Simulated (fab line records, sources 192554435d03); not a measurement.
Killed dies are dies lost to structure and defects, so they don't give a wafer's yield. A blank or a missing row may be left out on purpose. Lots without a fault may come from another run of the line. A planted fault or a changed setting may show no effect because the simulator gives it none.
Split-lot experiment | flow n5_finfet | 7 lots, 39 wafers read, on a route of 1938 steps

THE SPLIT
At N5_SD_EPI_P_EPI_21 (deposits SiGe:B, time 355 s), the setting dopant_conc_cm3 was moved away from the recipe's 3e+20 on 15 of the 39 wafers read, by -9.5% to +14.2%. The other wafers ran this setting at the recipe's value.

FROM THE SPLIT TO THE READING: what the file shows between them, 3 steps
- N5_SD_EPI_P_HM_STRIP_48: strips SiNx in H3PO4, material SiNx, target depth 3 nm
- N5_SD_ACTIVATION_RTA_00: time 0 s
- N5_SD_ACTIVATION_LSA_01: time 0.0008 s

THE READING
RS_SD_P, in ohm/sq, at N5_SD_ACTIVATION_RS_MEAS_03 (measures by four-point-probe). Fault-free wafers of this fab line usually give 56.2 ohm/sq, standard deviation 1.2 ohm/sq.

wafer  | tool, chamber at the split | dopant_conc_cm3 as run | against the recipe | RS_SD_P, ohm/sq | against lot-mates on the recipe
L075.1 | epi_rpcvd-01, 0            | 3.308e+20              | +10.3%             | 52.0            | -4.3
L075.2 | epi_rpcvd-01, 0            | 3e+20                  | recipe             | 56.6            | -
L075.3 | epi_rpcvd-01, 0            | 3.308e+20              | +10.3%             | 52.4            | -3.9
L075.4 | epi_rpcvd-01, 0            | 3e+20                  | recipe             | 56.5            | -
L075.5 | epi_rpcvd-01, 0            | 3.308e+20              | +10.3%             | 51.1            | -5.2
L075.6 | epi_rpcvd-01, 0            | 3e+20                  | recipe             | 55.8            | -
L084.1 | epi_rpcvd-02, 0            | 2.715e+20              | -9.5%              | 62.6            | +5.5
L084.2 | epi_rpcvd-02, 0            | 3e+20                  | recipe             | 57.0            | -
L084.3 | epi_rpcvd-02, 0            | 2.715e+20              | -9.5%              | 62.7            | +5.6
L084.4 | epi_rpcvd-02, 0            | 2.715e+20              | -9.5%              | 62.4            | +5.3
L084.5 | epi_rpcvd-02, 0            | 3e+20                  | recipe             | 56.7            | -
L084.6 | epi_rpcvd-02, 0            | 3e+20                  | recipe             | 57.6            | -
L083.1 | epi_rpcvd-04, 0            | 3.426e+20              | +14.2%             | 49.8            | -6.9
L083.2 | epi_rpcvd-04, 0            | 3.426e+20              | +14.2%             | 50.5            | -6.2
L083.3 | epi_rpcvd-04, 0            | 3e+20                  | recipe             | 56.1            | -
L083.4 | epi_rpcvd-04, 0            | 3e+20                  | recipe             | 56.5            | -
L083.5 | epi_rpcvd-04, 0            | 3e+20                  | recipe             | 57.6            | -
L083.6 | epi_rpcvd-04, 0            | 3.426e+20              | +14.2%             | 50.8            | -5.9
L086.1 | epi_rpcvd-02, 0            | 3e+20                  | recipe             | 55.5            | -
L086.2 | epi_rpcvd-02, 0            | 3e+20                  | recipe             | 55.1            | -
L086.4 | epi_rpcvd-02, 0            | 3e+20                  | recipe             | 55.1            | -
L092.1 | epi_rpcvd-02, 0            | 3e+20                  | recipe             | 56.6            | -
L092.2 | epi_rpcvd-02, 0            | 3e+20                  | recipe             | 56.1            | -
L092.3 | epi_rpcvd-02, 0            | 2.741e+20              | -8.6%              | 61.5            | +4.7
L092.4 | epi_rpcvd-02, 0            | 2.741e+20              | -8.6%              | 61.6            | +4.8
L092.5 | epi_rpcvd-02, 0            | 2.741e+20              | -8.6%              | 61.2            | +4.4
L092.6 | epi_rpcvd-02, 0            | 3e+20                  | recipe             | 57.8            | -
L094.1 | epi_rpcvd-04, 0            | 3e+20                  | recipe             | 56.0            | -
L094.2 | epi_rpcvd-04, 0            | 3e+20                  | recipe             | 55.8            | -
L094.3 | epi_rpcvd-04, 0            | 3e+20                  | recipe             | 55.3            | -
L094.4 | epi_rpcvd-04, 0            | 3e+20                  | recipe             | 55.0            | -
L094.5 | epi_rpcvd-04, 0            | 3e+20                  | recipe             | 56.0            | -
L094.6 | epi_rpcvd-04, 0            | 3e+20                  | recipe             | 55.8            | -
L097.1 | epi_rpcvd-01, 0            | 3e+20                  | recipe             | 57.1            | -
L097.2 | epi_rpcvd-01, 0            | 3e+20                  | recipe             | 57.8            | -
L097.3 | epi_rpcvd-01, 0            | 3.158e+20              | +5.3%              | 55.4            | -2.0
L097.4 | epi_rpcvd-01, 0            | 3.158e+20              | +5.3%              | 55.0            | -2.4
L097.5 | epi_rpcvd-01, 0            | 3.158e+20              | +5.3%              | 55.5            | -1.9
L097.6 | epi_rpcvd-01, 0            | 3e+20                  | recipe             | 57.2            | -

THE FIT
A straight line over all 39 wafers: RS_SD_P changes by -0.49 ohm/sq for each +1% of dopant_conc_cm3; r = -0.96; the points scatter about the line by 0.93 ohm/sq.
The same after taking each lot's own level away (the mean of its wafers on the recipe; 39 wafers): -0.483 ohm/sq for each +1%; r = -0.99; scatter 0.51 ohm/sq.
On that fit, the largest move of dopant_conc_cm3 shifts the reading by 6.9 ohm/sq.
The lots' own levels span 55.23 to 57.37 ohm/sq, that is 1.8 times the standard deviation above.
So the lot-to-lot level changes the slope little: the two slopes agree.
Check: with one of the wafers moved furthest among these (+14.2%) left out of the fit, the line predicts -6.6 ohm/sq for it against its lot-mates. It came out at -6.93 ohm/sq against them.

OTHER SPLITS ON THESE WAFERS
These wafers also went through other splits before the reading. Each is held against what the fit with the lots' levels taken away leaves over:
other split on the same wafers       | wafers away from the commonest value | r with RS_SD_P (lot level and that fit taken away)
N5_FIN_SAQP_EXPOSE_13 dose_mj        | 18                                   | +0.03
N5_FIN_SAQP_ETCH_52 source_w         | 9                                    | +0.30
N5_DUMMY_GATE_ETCH_32 time_s         | 15                                   | +0.19
N5_DUMMY_GATE_ETCH_44 target_depth_a | 15                                   | +0.04

THE FILE'S OWN FIT
RS_SD_P changes by -0.479 ohm/sq for each +1% of dopant_conc_cm3, r = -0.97.
